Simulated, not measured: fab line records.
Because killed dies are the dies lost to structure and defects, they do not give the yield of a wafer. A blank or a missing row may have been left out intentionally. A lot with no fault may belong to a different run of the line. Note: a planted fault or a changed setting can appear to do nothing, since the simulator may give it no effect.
Which tool is to blame? / flow n5 finfet / 24 lots, 72 wafers sampled, at 2 steps of a route of 1938

WHAT THE GAUGES SHOWED, per wafer
N5_BEOL_M0_OCD_MEAS_108. Usual: 32.5 nm for trench depth nm, sd 0.63.
lot=L074; measured=day 6 00:44; on=ocd-02; trench depth nm (nm)=31.9 32.0 32.2; flag=
lot=L075; measured=day 6 06:16; on=ocd-02; trench depth nm (nm)=33.1 33.3 33.5; flag=
lot=L076; measured=day 6 06:56; on=ocd-02; trench depth nm (nm)=32.4 32.6 32.4; flag=
lot=L077; measured=day 6 13:03; on=ocd-01; trench depth nm (nm)=31.9 32.3 33.4; flag=
lot=L078; measured=day 6 18:25; on=ocd-01; trench depth nm (nm)=32.6 32.2 32.0; flag=
lot=L079; measured=day 7 00:48; on=ocd-01; trench depth nm (nm)=33.5 32.4 33.4; flag=
lot=L080; measured=day 7 09:42; on=ocd-01; trench depth nm (nm)=32.9 32.3 33.5; flag=
lot=L081; measured=day 7 15:43; on=ocd-02; trench depth nm (nm)=31.9 33.2 32.1; flag=
lot=L082; measured=day 7 18:03; on=ocd-01; trench depth nm (nm)=32.9 32.0 32.8; flag=
lot=L083; measured=day 8 03:42; on=ocd-02; trench depth nm (nm)=33.7 31.8 33.5; flag=
lot=L084; measured=day 8 11:24; on=ocd-02; trench depth nm (nm)=32.7 33.2 33.0; flag=
lot=L085; measured=day 8 21:33; on=ocd-01; trench depth nm (nm)=32.8 32.6 32.3; flag=
lot=L086; measured=day 8 21:47; on=ocd-02; trench depth nm (nm)=31.5 31.6 32.0; flag=
lot=L087; measured=day 9 08:32; on=ocd-01; trench depth nm (nm)=31.5 31.7 32.4; flag=
lot=L088; measured=day 9 09:17; on=ocd-01; trench depth nm (nm)=31.9 32.2 31.9; flag=
lot=L089; measured=day 9 10:23; on=ocd-02; trench depth nm (nm)=33.2 32.5 33.2; flag=
lot=L090; measured=day 10 02:18; on=ocd-02; trench depth nm (nm)=33.0 31.7 33.4; flag=
lot=L092; measured=day 10 10:12; on=ocd-01; trench depth nm (nm)=32.0 33.1 32.2; flag=
lot=L093; measured=day 10 16:39; on=ocd-02; trench depth nm (nm)=31.7 31.9 33.0; flag=
lot=L094; measured=day 10 17:56; on=ocd-01; trench depth nm (nm)=33.4 33.2 33.4; flag=
lot=L095; measured=day 10 22:39; on=ocd-02; trench depth nm (nm)=32.2 32.4 32.1; flag=
lot=L096; measured=day 11 10:18; on=ocd-01; trench depth nm (nm)=33.3 32.1 33.6; flag=
lot=L097; measured=day 11 14:30; on=ocd-01; trench depth nm (nm)=32.7 32.5 31.8; flag=
lot=L091; measured=day 11 18:16; on=ocd-02; trench depth nm (nm)=32.9 31.9 32.3; flag=

TOOL THAT RAN EACH LOT (tool first, then ch and the chambers of the sampled wafers, then the start)
lot=L074; N5_BEOL_M0_SAQP_ETCH_73=rie diel-06 ch 0,1,2, day 5 20:43
lot=L075; N5_BEOL_M0_SAQP_ETCH_73=rie diel-03 ch 0,2,3, day 6 01:10
lot=L076; N5_BEOL_M0_SAQP_ETCH_73=rie diel-05 ch 0,1,3, day 6 03:29
lot=L077; N5_BEOL_M0_SAQP_ETCH_73=rie diel-05 ch 2,3, day 6 10:26
lot=L078; N5_BEOL_M0_SAQP_ETCH_73=rie diel-06 ch 0,2,3, day 6 14:04
lot=L079; N5_BEOL_M0_SAQP_ETCH_73=rie diel-03 ch 0,1,2, day 6 21:47
lot=L080; N5_BEOL_M0_SAQP_ETCH_73=rie diel-03 ch 0,1, day 7 06:04
lot=L081; N5_BEOL_M0_SAQP_ETCH_73=rie diel-06 ch 0,1,2, day 7 12:39
lot=L082; N5_BEOL_M0_SAQP_ETCH_73=rie diel-06 ch 0,2,3, day 7 15:55
lot=L083; N5_BEOL_M0_SAQP_ETCH_73=rie diel-05 ch 1,2,3, day 8 00:54
lot=L084; N5_BEOL_M0_SAQP_ETCH_73=rie diel-05 ch 0,2, day 8 06:30
lot=L085; N5_BEOL_M0_SAQP_ETCH_73=rie diel-06 ch 0,1,2, day 8 13:39
lot=L086; N5_BEOL_M0_SAQP_ETCH_73=rie diel-05 ch 0,2, day 8 18:07
lot=L087; N5_BEOL_M0_SAQP_ETCH_73=rie diel-03 ch 0,1, day 9 02:33
lot=L088; N5_BEOL_M0_SAQP_ETCH_73=rie diel-06 ch 2,3, day 9 06:39
lot=L089; N5_BEOL_M0_SAQP_ETCH_73=rie diel-06 ch 1,2, day 9 07:47
lot=L090; N5_BEOL_M0_SAQP_ETCH_73=rie diel-06 ch 1,3, day 9 19:35
lot=L092; N5_BEOL_M0_SAQP_ETCH_73=rie diel-05 ch 0,1,2, day 10 05:55
lot=L093; N5_BEOL_M0_SAQP_ETCH_73=rie diel-03 ch 1,2,3, day 10 13:16
lot=L094; N5_BEOL_M0_SAQP_ETCH_73=rie diel-05 ch 1,2, day 10 15:01
lot=L095; N5_BEOL_M0_SAQP_ETCH_73=rie diel-05 ch 0,1,3, day 10 20:13
lot=L096; N5_BEOL_M0_SAQP_ETCH_73=rie diel-03 ch 0,2,3, day 11 06:39
lot=L097; N5_BEOL_M0_SAQP_ETCH_73=rie diel-03 ch 0,3, day 11 10:51
lot=L091; N5_BEOL_M0_SAQP_ETCH_73=rie diel-05 ch 1,2,3, day 11 13:32
- N5_BEOL_M0_SAQP_ETCH_73: etches SiARC in CF4, target depth 19.5 nm, time 32.5 s.

AS READ BY THE TOOLS THEMSELVES (means over the sampled wafers that have a number; for cases with no such wafer, the mark the record gives instead)
N5_BEOL_M0_SAQP_ETCH_73. Usual: drypump motor current A 5.8 A, standard deviation 0.52; etch rf on time s 32.7 s, standard deviation 0.81; oes product au 0.66 a.u., standard deviation 0.06; rf vpp V 184.0 V, standard deviation 1.3; showerhead plenum p Torr 2.14 Torr, standard deviation 0.077; throttle valve pct 15.74 %, standard deviation 0.19.
lot=L074; tool=rie diel-06; drypump motor current A (A)=5.9; etch rf on time s (s)=32.5; oes product au (a.u.)=0.64; rf vpp V (V)=184.6; showerhead plenum p Torr (Torr)=2.16; throttle valve pct (%)=15.94; flag=
lot=L075; tool=rie diel-03; drypump motor current A (A)=5.9; etch rf on time s (s)=32.9; oes product au (a.u.)=0.65; rf vpp V (V)=185.4; showerhead plenum p Torr (Torr)=2.18; throttle valve pct (%)=15.77; flag=
lot=L076; tool=rie diel-05; drypump motor current A (A)=5.8; etch rf on time s (s)=33.3; oes product au (a.u.)=0.65; rf vpp V (V)=183.3; showerhead plenum p Torr (Torr)=2.11; throttle valve pct (%)=15.59; flag=
lot=L077; tool=rie diel-05; drypump motor current A (A)=5.1; etch rf on time s (s)=32.0; oes product au (a.u.)=0.72; rf vpp V (V)=183.4; showerhead plenum p Torr (Torr)=2.08; throttle valve pct (%)=15.71; flag=
lot=L078; tool=rie diel-06; drypump motor current A (A)=5.7; etch rf on time s (s)=32.8; oes product au (a.u.)=0.65; rf vpp V (V)=183.7; showerhead plenum p Torr (Torr)=2.11; throttle valve pct (%)=15.87; flag=
lot=L079; tool=rie diel-03; drypump motor current A (A)=6.0; etch rf on time s (s)=33.0; oes product au (a.u.)=0.64; rf vpp V (V)=184.1; showerhead plenum p Torr (Torr)=2.18; throttle valve pct (%)=15.75; flag=
lot=L080; tool=rie diel-03; drypump motor current A (A)=6.0; etch rf on time s (s)=33.6; oes product au (a.u.)=0.66; rf vpp V (V)=183.8; showerhead plenum p Torr (Torr)=2.16; throttle valve pct (%)=15.65; flag=
lot=L081; tool=rie diel-06; drypump motor current A (A)=5.9; etch rf on time s (s)=32.4; oes product au (a.u.)=0.63; rf vpp V (V)=183.9; showerhead plenum p Torr (Torr)=2.15; throttle valve pct (%)=15.98; flag=
lot=L082; tool=rie diel-06; drypump motor current A (A)=5.7; etch rf on time s (s)=32.7; oes product au (a.u.)=0.65; rf vpp V (V)=183.5; showerhead plenum p Torr (Torr)=2.11; throttle valve pct (%)=15.89; flag=
lot=L083; tool=rie diel-05; drypump motor current A (A)=5.2; etch rf on time s (s)=32.5; oes product au (a.u.)=0.67; rf vpp V (V)=183.2; showerhead plenum p Torr (Torr)=2.06; throttle valve pct (%)=15.68; flag=
lot=L084; tool=rie diel-05; drypump motor current A (A)=5.6; etch rf on time s (s)=31.6; oes product au (a.u.)=0.75; rf vpp V (V)=184.8; showerhead plenum p Torr (Torr)=2.15; throttle valve pct (%)=15.60; flag=
lot=L085; tool=rie diel-06; drypump motor current A (A)=5.8; etch rf on time s (s)=32.4; oes product au (a.u.)=0.62; rf vpp V (V)=184.3; showerhead plenum p Torr (Torr)=2.15; throttle valve pct (%)=16.00; flag=
lot=L086; tool=rie diel-05; drypump motor current A (A)=5.6; etch rf on time s (s)=31.8; oes product au (a.u.)=0.74; rf vpp V (V)=183.8; showerhead plenum p Torr (Torr)=2.15; throttle valve pct (%)=15.60; flag=
lot=L087; tool=rie diel-03; drypump motor current A (A)=6.0; etch rf on time s (s)=33.1; oes product au (a.u.)=0.65; rf vpp V (V)=183.9; showerhead plenum p Torr (Torr)=2.15; throttle valve pct (%)=15.67; flag=
lot=L088; tool=rie diel-06; drypump motor current A (A)=5.6; etch rf on time s (s)=32.6; oes product au (a.u.)=0.64; rf vpp V (V)=182.5; showerhead plenum p Torr (Torr)=2.05; throttle valve pct (%)=15.81; flag=
lot=L089; tool=rie diel-06; drypump motor current A (A)=5.7; etch rf on time s (s)=32.0; oes product au (a.u.)=0.62; rf vpp V (V)=183.4; showerhead plenum p Torr (Torr)=2.09; throttle valve pct (%)=15.90; flag=
lot=L090; tool=rie diel-06; drypump motor current A (A)=6.0; etch rf on time s (s)=33.5; oes product au (a.u.)=0.68; rf vpp V (V)=182.9; showerhead plenum p Torr (Torr)=2.12; throttle valve pct (%)=15.76; flag=
lot=L092; tool=rie diel-05; drypump motor current A (A)=5.8; etch rf on time s (s)=32.2; oes product au (a.u.)=0.69; rf vpp V (V)=183.7; showerhead plenum p Torr (Torr)=2.13; throttle valve pct (%)=15.57; flag=
lot=L093; tool=rie diel-03; drypump motor current A (A)=6.0; etch rf on time s (s)=33.2; oes product au (a.u.)=0.61; rf vpp V (V)=184.7; showerhead plenum p Torr (Torr)=2.16; throttle valve pct (%)=15.84; flag=
lot=L094; tool=rie diel-05; drypump motor current A (A)=5.3; etch rf on time s (s)=31.9; oes product au (a.u.)=0.68; rf vpp V (V)=183.0; showerhead plenum p Torr (Torr)=2.06; throttle valve pct (%)=15.60; flag=
lot=L095; tool=rie diel-05; drypump motor current A (A)=5.8; etch rf on time s (s)=32.6; oes product au (a.u.)=0.71; rf vpp V (V)=184.1; showerhead plenum p Torr (Torr)=2.18; throttle valve pct (%)=15.50; flag=
lot=L096; tool=rie diel-03; drypump motor current A (A)=5.9; etch rf on time s (s)=33.0; oes product au (a.u.)=0.63; rf vpp V (V)=183.8; showerhead plenum p Torr (Torr)=2.17; throttle valve pct (%)=15.82; flag=
lot=L097; tool=rie diel-03; drypump motor current A (A)=5.8; etch rf on time s (s)=32.7; oes product au (a.u.)=0.65; rf vpp V (V)=183.9; showerhead plenum p Torr (Torr)=2.15; throttle valve pct (%)=15.73; flag=
lot=L091; tool=rie diel-05; drypump motor current A (A)=5.2; etch rf on time s (s)=31.9; oes product au (a.u.)=0.72; rf vpp V (V)=183.3; showerhead plenum p Torr (Torr)=2.13; throttle valve pct (%)=15.57; flag=

THE ANSWER, worked out from the rows above alone
Rule: lot off if the mean of its wafers having a number is beyond 3 standard deviations from the usual mean. Also off: a lot with no number at a reading for which 4 or more lots have one. All remaining lots with rows at the step are treated as sound. First the gauges in route order, then the tools' own readings, where a lot's mean is used as printed above. At the first step where some lot is off, the reading lying furthest off is the one used; lots without a number count as furthest.
None of the lots is off at any reading shown; this tells nothing.

WHAT WAS PUT IN BY THE SIMULATOR
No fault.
